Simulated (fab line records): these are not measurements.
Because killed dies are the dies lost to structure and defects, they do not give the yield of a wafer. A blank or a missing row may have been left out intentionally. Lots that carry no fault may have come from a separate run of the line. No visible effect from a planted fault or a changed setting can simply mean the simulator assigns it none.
Check for tools in common + flow nand-harc + Lots sampled 13, wafers sampled 39

== REASON IT WAS OPENED ==
Flagged at NHARC_A_SOURCE_PLATE_THK_MEAS_09: reading thk-nm, on 3 of 13 lots. No-fault wafers: 9.7 nm, standard deviation 1.2.
Rule: a lot is flagged in two cases, either no wafer of it has a number, or all its wafers with numbers fall more than 4 standard deviations from that mean. As for the other lots, they are considered sound.

| lot  | measured     | on            | thk-nm (nm), wafer by wafer | flag    |
|------|--------------|---------------|-----------------------------|---------|
| L291 | day 8 00:43  | film-metro-02 | 17.9 17.4 15.5              | FLAGGED |
| L293 | day 8 05:20  | film-metro-01 | 9.7 10.2 8.5                |         |
| L295 | day 9 07:43  | film-metro-02 | 14.7 15.6 14.8              | FLAGGED |
| L302 | day 12 04:37 | film-metro-01 | 16.3 16.1 16.3              | FLAGGED |
| L303 | day 12 13:50 | film-metro-02 | 10.8 8.3 9.7                |         |
| L304 | day 13 07:44 | film-metro-02 | 10.5 12.9 9.8               |         |
| L305 | day 13 07:44 | film-metro-01 | 11.0 9.0 12.4               |         |
| L306 | day 14 00:47 | film-metro-02 | 8.4 9.0 9.3                 |         |
| L308 | day 14 11:44 | film-metro-02 | 8.6 10.2 10.3               |         |
| L307 | day 14 11:44 | film-metro-02 | 8.6 9.7 11.2                |         |
| L310 | day 15 13:48 | film-metro-02 | 10.3 8.3 8.6                |         |
| L311 | day 15 23:25 | film-metro-01 | 9.2 11.7 10.5               |         |
| L313 | day 16 20:38 | film-metro-01 | 10.7 8.3 9.9                |         |
The numbers of the flagged lots are 16.1 nm on average: +6.4 nm against the usual, or +5 standard deviations.

== TOOL THAT RAN EACH LOT ==
Before the reading, the record contains 2 process steps out of a 1302-step route. Read each cell as the tool, then ch plus the chambers that the sampled wafers visited, then the start.
| lot  | flag    | NHARC_P_BONDPAD_ANNEAL_28        | NHARC_A_SOURCE_PLATE_OXIDE_02                            |
|------|---------|----------------------------------|----------------------------------------------------------|
| L291 | FLAGGED | rtp-anneal-01 ch 0, day 7 09:13  | furnace-03 ch 0, day 7 16:23                             |
| L293 |         | rtp-anneal-01 ch 0, day 7 18:44  | furnace-08 ch 0, day 8 01:16                             |
| L295 | FLAGGED | rtp-anneal-01 ch 0, day 8 16:40  | furnace-08, day 8 23:19 and furnace-03 ch 0, day 9 03:18 |
| L302 | FLAGGED | rtp-anneal-02 ch 0, day 11 13:46 | furnace-08 ch 0, day 11 20:17                            |
| L303 |         | rtp-anneal-02 ch 0, day 12 03:00 | furnace-03 ch 0, day 12 09:48                            |
| L304 |         | rtp-anneal-01 ch 0, day 12 20:53 | furnace-03 ch 0, day 13 03:39                            |
| L305 |         | rtp-anneal-01 ch 0, day 12 21:43 | furnace-03 ch 0, day 13 03:39                            |
| L306 |         | rtp-anneal-01 ch 0, day 13 10:14 | furnace-01 ch 0, day 13 20:43                            |
| L308 |         | rtp-anneal-02 ch 0, day 14 01:12 | furnace-01 ch 0, day 14 07:41                            |
| L307 |         | rtp-anneal-02 ch 0, day 13 23:58 | furnace-01 ch 0, day 14 07:41                            |
| L310 |         | rtp-anneal-01 ch 0, day 15 00:22 | furnace-03 ch 0, day 15 09:43                            |
| L311 |         | rtp-anneal-02 ch 0, day 15 11:56 | furnace-03 ch 0, day 15 19:23                            |
| L313 |         | rtp-anneal-02 ch 0, day 16 09:15 | furnace-08 ch 0, day 16 16:38                            |
What these steps do:
- NHARC_P_BONDPAD_ANNEAL_28: time 90 s.
- NHARC_A_SOURCE_PLATE_OXIDE_02: material SiO2, target thk 10 nm, ox time 1362 s.
- NHARC_A_SOURCE_PLATE_THK_MEAS_09: measures by ellipsometry.

== FLAGGED AGAINST TOTAL, ONE TOOL AT A TIME (gauges that did the reading follow at the end) ==
| step                             | tool          | lots run | flagged | share of the flagged lots | sound lots run after its first flagged lot |
|----------------------------------|---------------|----------|---------|---------------------------|--------------------------------------------|
| NHARC_P_BONDPAD_ANNEAL_28        | rtp-anneal-01 | 7        | 2       | some                      | 5 (L293,L304,L305,L306,L310)               |
| NHARC_P_BONDPAD_ANNEAL_28        | rtp-anneal-02 | 6        | 1       | some                      | 5 (L303,L307,L308,L311,L313)               |
| NHARC_A_SOURCE_PLATE_OXIDE_02    | furnace-01    | 3        | 0       | none                      | -                                          |
| NHARC_A_SOURCE_PLATE_OXIDE_02    | furnace-03    | 7        | 2       | some                      | 5 (L303,L304,L305,L310,L311)               |
| NHARC_A_SOURCE_PLATE_OXIDE_02    | furnace-08    | 4        | 2       | some                      | 1 (L313)                                   |
| NHARC_A_SOURCE_PLATE_THK_MEAS_09 | film-metro-01 | 5        | 1       | some                      | 3 (L305,L311,L313)                         |
| NHARC_A_SOURCE_PLATE_THK_MEAS_09 | film-metro-02 | 8        | 2       | some                      | 6 (L303,L304,L306,L308,L307,L310)          |

== WHAT IS ALLOWED BY THE TABLE ==
No row of the table ran every flagged lot.

== WHAT HAD BEEN PUT IN BY THE SIMULATOR ==
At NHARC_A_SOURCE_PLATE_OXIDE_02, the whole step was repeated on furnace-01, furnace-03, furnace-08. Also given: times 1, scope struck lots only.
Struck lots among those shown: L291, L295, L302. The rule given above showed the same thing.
